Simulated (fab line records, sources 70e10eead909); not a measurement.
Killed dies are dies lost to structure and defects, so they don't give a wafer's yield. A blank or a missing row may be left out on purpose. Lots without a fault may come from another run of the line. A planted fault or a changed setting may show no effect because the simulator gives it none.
Chamber matching | flow nand_harc | NHARC_A_STAIRCASE_DEP_471 on pecvd-02: 3 sister chambers
The step deposits SiO2, target thk 100 nm. 3 wafers are shown with their chamber, then 7 later ones without.

WAFERS WITH THEIR CHAMBER
wafer  | chamber | throttle_valve_pct (%)
L084.2 | 2       | 16.5
L083.3 | 1       | 15.4
L083.5 | 0       | 15.8

WAFERS WITHOUT THEIR CHAMBER
wafer  | throttle_valve_pct (%)
L083.6 | 15.5
L085.1 | 15.9
L085.4 | 15.5
L085.6 | 16.6
L088.1 | 15.5
L088.2 | 16.6
L088.4 | 16.5

WHICH CHAMBER EACH WENT THROUGH
wafer  | from the rows above | in truth
L083.6 | 1                   | 1
L085.1 | 0                   | 0
L085.4 | 1                   | 1
L085.6 | 2                   | 2
L088.1 | 1                   | 1
L088.2 | 2                   | 2
L088.4 | 2                   | 2
Placed correctly: 7 of 7. Can't be placed from these rows: 0. Placed wrongly: 0.
How it was worked out, from the rows above alone: a wafer's distance from a chamber is the root of the sum, over the readings, of the square of ((its reading less the chamber's mean) divided by the reading's scatter). The wafer belongs to the nearest chamber; if the next one is less than 2 further off, it can't be placed. A chamber's mean is the mean of its shown wafers. The scatter: with one shown wafer a chamber, the root of the mean of the squares of how far each hidden wafer lies from its nearest shown one.
